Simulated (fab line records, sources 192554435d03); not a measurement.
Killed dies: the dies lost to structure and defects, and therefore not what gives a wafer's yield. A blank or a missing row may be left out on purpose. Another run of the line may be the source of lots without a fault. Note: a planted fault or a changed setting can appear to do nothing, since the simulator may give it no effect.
3 desks looking at one fault    flow n5Finfet    each desk has only its own numbers; what lay behind them comes last

== THE METROLOGY DESK ==
Means of the sampled wafers that have a number, per lot and without regard to the tool the lot ran on: this is what the gauges read. Marked OUT: a lot whose mean sits more than 4 standard deviations from the usual mean, which makes it out of limits; the brackets give that distance. It has 12 readings; the 7 that lie furthest out on some lot are the ones shown.
Columns: A = DIBL_N at N5_BEOL_M4_RC_MEAS_101, usual 36.1 mV/V; B = DIBL_P at N5_BEOL_M4_RC_MEAS_101, usual 35.8 mV/V; C = ION_N at N5_BEOL_M4_RC_MEAS_101, usual 673 uA/um; D = ION_P at N5_BEOL_M4_RC_MEAS_101, usual 461 uA/um; E = SS_N at N5_BEOL_M4_RC_MEAS_101, usual 71.4 mV/dec; F = VT_N at N5_BEOL_M4_RC_MEAS_101, usual 250 mV; G = VT_P at N5_BEOL_M4_RC_MEAS_101, usual -250 mV
lot   first seen here  A     B     C    D    E     F    G
L406  day 2 09:44      35.6  35.2  664  458  71.5  252  -252
L409  day 3 03:52      39.2  39.4  683  463  72.2  248  -247
L410  day 3 11:04      34.7  34.2  653  446  71.1  252  -255
L411  day 3 15:38      35.0  33.4  674  464  71.3  250  -248
L412  day 3 21:49      36.7  35.6  667  465  71.5  252  -248
L422  day 6 09:41      38.1  38.3  676  461  72.2  247  -248
L423  day 6 17:35      34.4  33.3  656  452  70.8  254  -254
This desk's finding: nothing out of limits on any of the 7 lots.

== THE DEFECT DESK ==
Per lot, the means of the sampled wafers with a number show what the inspections along the route counted. Marked OUT: a lot whose mean sits more than 4 standard deviations from the usual mean, which makes it out of limits; the brackets give that distance.
Columns: A = rawDefectCount at N5_FIN_SAQP_INSPECT_18, usual 485
lot   first seen here  A
L406  day 2 09:48      689
L409  day 3 03:56      538
L410  day 3 11:08      724
L411  day 3 15:43      552
L412  day 3 21:53      568
L422  day 6 09:45      372
L423  day 6 17:40      423
This desk's finding: nothing out of limits on any of the 7 lots.

== FOR THE TOOL OWNER'S DESK: rieDiel-02 ==
The tool's own readings at N5_FIN_SAQP_ETCH_52 (etches SOC in N2/H2, target depth 100 nm, overetch 20 nm, time 150 s): means of the sampled wafers that have a number, for each lot that ran on this tool. Marked OUT: a lot whose mean sits more than 4 standard deviations from the usual mean, which makes it out of limits; the brackets give that distance.
Columns: A = drypumpMotorCurrentA at N5_FIN_SAQP_ETCH_52, usual 5.8 A; B = n2FlowSccm at N5_FIN_SAQP_ETCH_52, usual 200.0 sccm; C = oesProductAu at N5_FIN_SAQP_ETCH_52, usual 0.70 a.u.; D = rfVppV at N5_FIN_SAQP_ETCH_52, usual 524.5 V; E = showerheadPlenumPTorr at N5_FIN_SAQP_ETCH_52, usual 2.56 Torr; F = throttleValvePct at N5_FIN_SAQP_ETCH_52, usual 17.83 %
lot   first seen here  A    B      C     D      E     F
L406  day 2 09:56      6.1  200.0  0.66  525.3  2.59  17.89
L409  day 3 04:04      5.8  199.7  0.64  524.8  2.59  17.85
L410  day 3 11:18      5.4  200.6  0.68  523.7  2.54  17.60
L411  day 3 16:01      5.5  199.6  0.65  523.9  2.56  17.70
L422  day 6 09:53      5.5  199.3  0.71  524.2  2.55  17.59
This desk's finding: nothing out of limits on any of the 5 lots.

== PUT TOGETHER ==
Metrology desk: nothing out of limits seen.
No out-of-limits result turned up at the defect desk.
Nothing out of limits was seen by the tool owner's desk.

== WHAT THE SIMULATOR HAD PUT IN ==
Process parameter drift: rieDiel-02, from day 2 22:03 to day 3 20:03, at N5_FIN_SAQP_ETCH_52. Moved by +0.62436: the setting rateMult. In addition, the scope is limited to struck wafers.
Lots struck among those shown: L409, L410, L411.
